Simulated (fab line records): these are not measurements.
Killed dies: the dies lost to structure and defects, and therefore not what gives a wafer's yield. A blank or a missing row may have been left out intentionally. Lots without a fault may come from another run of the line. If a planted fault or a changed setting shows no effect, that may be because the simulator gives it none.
Lot-split experiment ; flow n5 finfet ; 7 lots, 39 wafers read, on a route of 1938 steps

THE SPLIT
At N5_HKMG_FIN_ETCH_35 (etches SOC in N2/H2, target depth 215.8 nm, time 243.4 s), the setting target depth a was moved away from the recipe's 2158 angstrom on 18 of the 39 wafers read, by -12.5% to +5.7%. This setting was run at the recipe's value on the other wafers.

The reading is taken at the split's own step.

THE READING
etch.depth nm (the simulator's own value, which no gauge read), in nm, at N5_HKMG_FIN_ETCH_35 (etches SOC in N2/H2, target depth 215.8 nm, time 243.4 s). No usual value for it is given in the file. Across the 21 wafers here that went through the recipe, the average is 214.7 nm and the standard deviation 2.4 nm.

wafer;tool, chamber at the split;target depth a as run, angstrom;against the recipe;etch.depth nm, nm;against lot-mates on the recipe
L078.1;rie diel-01, 0;2158;recipe;217.4;-
L078.2;rie diel-01, 3;1934;-10.4%;194.8;-22.7
L078.3;rie diel-01, 1;2158;recipe;217.7;-
L078.4;rie diel-01, 2;1934;-10.4%;193.8;-23.7
L078.5;rie diel-01, 2;1934;-10.4%;192.9;-24.6
L078.6;rie diel-01, 1;2158;recipe;217.4;-
L082.1;rie diel-04, 0;1997;-7.5%;195.6;-21.0
L082.2;rie diel-04, 3;1997;-7.5%;196.3;-20.3
L082.3;rie diel-04, 2;2158;recipe;218.1;-
L082.4;rie diel-04, 1;2158;recipe;216.3;-
L082.5;rie diel-04, 1;1997;-7.5%;200;-16.6
L082.6;rie diel-04, 2;2158;recipe;215.4;-
L087.2;rie diel-01, 3;2158;recipe;216.1;-
L087.3;rie diel-01, 0;2158;recipe;214;-
L087.6;rie diel-01, 0;2158;recipe;215.1;-
L090.1;rie diel-04, 2;2158;recipe;212.5;-
L090.2;rie diel-04, 0;2158;recipe;210.1;-
L090.3;rie diel-04, 1;2281;+5.7%;225.6;+13.7
L090.4;rie diel-04, 1;2158;recipe;213;-
L090.5;rie diel-04, 0;2281;+5.7%;220;+8.1
L090.6;rie diel-04, 2;2281;+5.7%;223.6;+11.7
L092.1;rie diel-03, 3;2158;recipe;214;-
L092.2;rie diel-03, 0;2071;-4.0%;205.5;-7.4
L092.3;rie diel-03, 2;2071;-4.0%;198.7;-14.2
L092.4;rie diel-03, 3;2158;recipe;211.7;-
L092.5;rie diel-03, 2;2071;-4.0%;198.8;-14.1
L092.6;rie diel-03, 0;2158;recipe;213;-
L094.1;rie diel-03, 3;2267;+5.1%;224.6;+11.6
L094.2;rie diel-03, 0;2267;+5.1%;225.2;+12.2
L094.3;rie diel-03, 2;2267;+5.1%;219.9;+6.9
L094.4;rie diel-03, 0;2158;recipe;215.5;-
L094.5;rie diel-03, 2;2158;recipe;210.7;-
L094.6;rie diel-03, 3;2158;recipe;212.9;-
L097.1;rie diel-01, 1;1889;-12.5%;190.9;-25.1
L097.2;rie diel-01, 0;1889;-12.5%;188.8;-27.2
L097.3;rie diel-01, 3;2158;recipe;215.4;-
L097.4;rie diel-01, 2;1889;-12.5%;185.5;-30.5
L097.5;rie diel-01, 2;2158;recipe;213.8;-
L097.6;rie diel-01, 3;2158;recipe;218.7;-

THE FIT
A straight line over all 39 wafers: etch.depth nm changes by +2.02 nm for each +1% of target depth a; r = +0.97; the points scatter about the line by 2.9 nm.
The same after taking each lot's own level away (the mean of its wafers on the recipe; 39 wafers): +2.24 nm for each +1%; r = +0.98; scatter 2.1 nm.
According to that fit, moving target depth a by its largest amount changes the reading by 28 nm.
The span of the lots' own levels, 211.87 to 217.50 nm, comes to 2.4 times the standard deviation stated above.
The two slopes are in agreement: the lot-to-lot level therefore moves the slope only a little.
Check: for one of the wafers moved furthest among these (-12.5%), held out of the fit, the line's prediction against its lot-mates is -29.1 nm. It came out at -25.1 nm against them.

OTHER SPLITS APPLIED TO THESE WAFERS
These wafers also went through other splits before the reading. Each is held against what the fit with the lots' levels taken away leaves over:
other split on the same wafers;wafers away from the commonest value;r with etch.depth nm (lot level and that fit taken away)
N5_FIN_SAQP_SPACER1_ALD_24 ald cycles;15;-0.01
N5_DUMMY_GATE_ETCH_37 source w;9;+0.06
N5_DUMMY_GATE_ETCH_32 time s;15;+0.09
N5_SD_EPI_N_SD_RECESS_17 time s;15;+0.07

THE WHOLE CHAIN: every reading that the file lists as answering this split, in the file's order
step;what it does;reading;change (the file's fit);r (the file's)
N5_HKMG_FIN_ETCH_35;etches SOC in N2/H2, target depth 215.8 nm, time 243.4 s;SOC_of_HKMG_FIN_COAT_29.thk nm (the simulator's own value, which no gauge read);-2.27 nm for each +1% of the setting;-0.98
N5_HKMG_FIN_ETCH_35;etches SOC in N2/H2, target depth 215.8 nm, time 243.4 s;HKMG_FIN.feature depth nm (the simulator's own value, which no gauge read);+2.28 nm for each +1% of the setting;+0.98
N5_HKMG_FIN_ETCH_35;etches SOC in N2/H2, target depth 215.8 nm, time 243.4 s;etch.depth nm (the simulator's own value, which no gauge read);+2.28 nm for each +1% of the setting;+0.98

THE FILE'S OWN FIT
etch.depth nm changes by +2.28 nm for each +1% of target depth a, r = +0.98.
